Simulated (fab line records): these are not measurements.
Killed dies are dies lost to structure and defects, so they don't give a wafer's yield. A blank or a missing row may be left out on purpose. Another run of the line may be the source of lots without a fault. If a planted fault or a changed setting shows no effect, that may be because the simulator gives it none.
Lot-split experiment -- flow n5-finfet -- 7 lots, 39 wafers read, on a route of 1938 steps

## THE SPLIT ITSELF
At N5_BEOL_M15_TRENCH_ETCH_34 (etches SiO2 in C4F8/O2/Ar, target depth 872.93 nm, time 199 s), the setting target-depth-a was moved away from the recipe's 8729.3 angstrom on 18 of the 39 wafers read, by -47.3% to +47.3%. All remaining wafers had this setting at the recipe value.

## FROM THE SPLIT TO THE READING: what the file shows between them, 7 steps
- N5_BEOL_M15_STRIP_36: strips in O2
- N5_BEOL_M15_ECD_47: material Cu, target thk 1860 nm
- N5_BEOL_M15_ANNEAL_48: time 90 s
- N5_BEOL_M15_CMP_49: polishes, stops on SiO2, t overpolish 4.9 s, target thk 850 nm
- N5_BEOL_M15_THK_MEAS_50: measures by xrf
- N5_BEOL_M15_PRE_CLEAN_52: time 15 s
- N5_BEOL_M15_DEP_53: deposits SiCN from 3MS/NH3, target thk 50 nm, time 17.8 s

## THE READING
M15_RS in ohm/sq, measured at N5_BEOL_M15_RS_MEAS_54 by four-point-probe. On this fab line, fault-free wafers typically give 0.0217 ohm/sq with a standard deviation of 0.00037 ohm/sq.

wafer,"tool, chamber at the split","target-depth-a as run, angstrom",against the recipe,"M15_RS, ohm/sq",against lot-mates on the recipe
L074.1,"rie-diel-02, 2",8729.3,recipe,0.0215,-
L074.2,"rie-diel-02, 0",8729.3,recipe,0.0214,-
L074.6,"rie-diel-02, 1",8729.3,recipe,0.0211,-
L075.1,"rie-diel-03, 3",8729.3,recipe,0.0220,-
L075.2,"rie-diel-03, 1",4603,-47.3%,0.0424,+0.0206
L075.3,"rie-diel-03, 0",8729.3,recipe,0.0216,-
L075.4,"rie-diel-03, 2",4603,-47.3%,0.0431,+0.0213
L075.5,"rie-diel-03, 3",8729.3,recipe,0.0219,-
L075.6,"rie-diel-03, 0",4603,-47.3%,0.0427,+0.0209
L076.1,"rie-diel-03, 0",6764,-22.5%,0.0286,+0.0067
L076.2,"rie-diel-03, 2",8729.3,recipe,0.0219,-
L076.3,"rie-diel-03, 3",8729.3,recipe,0.0221,-
L076.4,"rie-diel-03, 1",6764,-22.5%,0.0280,+0.0061
L076.5,"rie-diel-03, 1",6764,-22.5%,0.0279,+0.0060
L076.6,"rie-diel-03, 2",8729.3,recipe,0.0218,-
L080.1,"rie-diel-03, 1",8729.3,recipe,0.0216,-
L080.2,"rie-diel-03, 2",10770,+23.4%,0.0176,-0.0043
L080.3,"rie-diel-03, 0",8729.3,recipe,0.0216,-
L080.4,"rie-diel-03, 3",8729.3,recipe,0.0224,-
L080.5,"rie-diel-03, 1",10770,+23.4%,0.0174,-0.0045
L080.6,"rie-diel-03, 2",10770,+23.4%,0.0177,-0.0042
L085.1,"rie-diel-03, 3",8729.3,recipe,0.0221,-
L085.2,"rie-diel-03, 1",11120,+27.4%,0.0169,-0.0050
L085.3,"rie-diel-03, 2",8729.3,recipe,0.0220,-
L085.4,"rie-diel-03, 0",11120,+27.4%,0.0168,-0.0051
L085.5,"rie-diel-03, 2",11120,+27.4%,0.0172,-0.0047
L085.6,"rie-diel-03, 1",8729.3,recipe,0.0216,-
L093.1,"rie-diel-03, 3",8729.3,recipe,0.0223,-
L093.2,"rie-diel-03, 2",4825,-44.7%,0.0409,+0.0189
L093.3,"rie-diel-03, 1",4825,-44.7%,0.0406,+0.0186
L093.4,"rie-diel-03, 0",4825,-44.7%,0.0412,+0.0192
L093.5,"rie-diel-03, 2",8729.3,recipe,0.0219,-
L093.6,"rie-diel-03, 1",8729.3,recipe,0.0218,-
L095.1,"rie-diel-04, 2",12860,+47.3%,0.0148,-0.0070
L095.2,"rie-diel-04, 1",8729.3,recipe,0.0216,-
L095.3,"rie-diel-04, 3",8729.3,recipe,0.0225,-
L095.4,"rie-diel-04, 0",8729.3,recipe,0.0212,-
L095.5,"rie-diel-04, 2",12860,+47.3%,0.0148,-0.0070
L095.6,"rie-diel-04, 3",12860,+47.3%,0.0149,-0.0069

FIT RESULTS
A straight line over all 39 wafers: M15_RS changes by -0.000304 ohm/sq for each +1% of target-depth-a; r = -0.94; the points scatter about the line by 0.0029 ohm/sq.
The same after taking each lot's own level away (the mean of its wafers on the recipe; 39 wafers): -0.000303 ohm/sq for each +1%; r = -0.94; scatter 0.0028 ohm/sq.
On that fit, the largest move of target-depth-a shifts the reading by 0.014 ohm/sq.
Across the lots, their own levels run from 0.02133 to 0.02200 ohm/sq, a range of 1.8 times the standard deviation given above.
Hence the lot-to-lot level has little effect on the slope; both slopes agree.
Check: -0.0132 ohm/sq against its lot-mates is what the line predicts for one of the wafers moved furthest among these (+47.3%) when that wafer is left out of the fit. It came out at -0.00697 ohm/sq against them.

## THE WHOLE CHAIN: every reading that the file lists as answering this split, in the file's order
step,what it does,reading,change (the file's fit),r (the file's)
N5_BEOL_M15_TRENCH_ETCH_34,"etches SiO2 in C4F8/O2/Ar, target depth 872.93 nm, time 199 s","etch.depth-nm (the simulator's own value, which no gauge read)",+8.43 nm for each +1% of the setting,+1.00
N5_BEOL_M15_TRENCH_ETCH_34,"etches SiO2 in C4F8/O2/Ar, target depth 872.93 nm, time 199 s","coat_of_BEOL_M15_COAT_22.thk-nm (the simulator's own value, which no gauge read)",-1.68 nm for each +1% of the setting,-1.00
N5_BEOL_M15_CMP_49,"polishes, stops on SiO2, t overpolish 4.9 s, target thk 850 nm","Cu_of_BEOL_M15_ECD_47.thk-nm (the simulator's own value, which no gauge read)",+8.43 nm for each +1% of the setting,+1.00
N5_BEOL_M15_THK_MEAS_50,measures by xrf,M15_THK,+8.44 for each +1% of the setting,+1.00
N5_BEOL_M15_RS_MEAS_54,measures by four-point-probe,M15_RS,-0.000306 for each +1% of the setting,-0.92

## THE FILE'S OWN FIT
M15_RS changes by -0.000306 ohm/sq for each +1% of target-depth-a, r = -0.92.
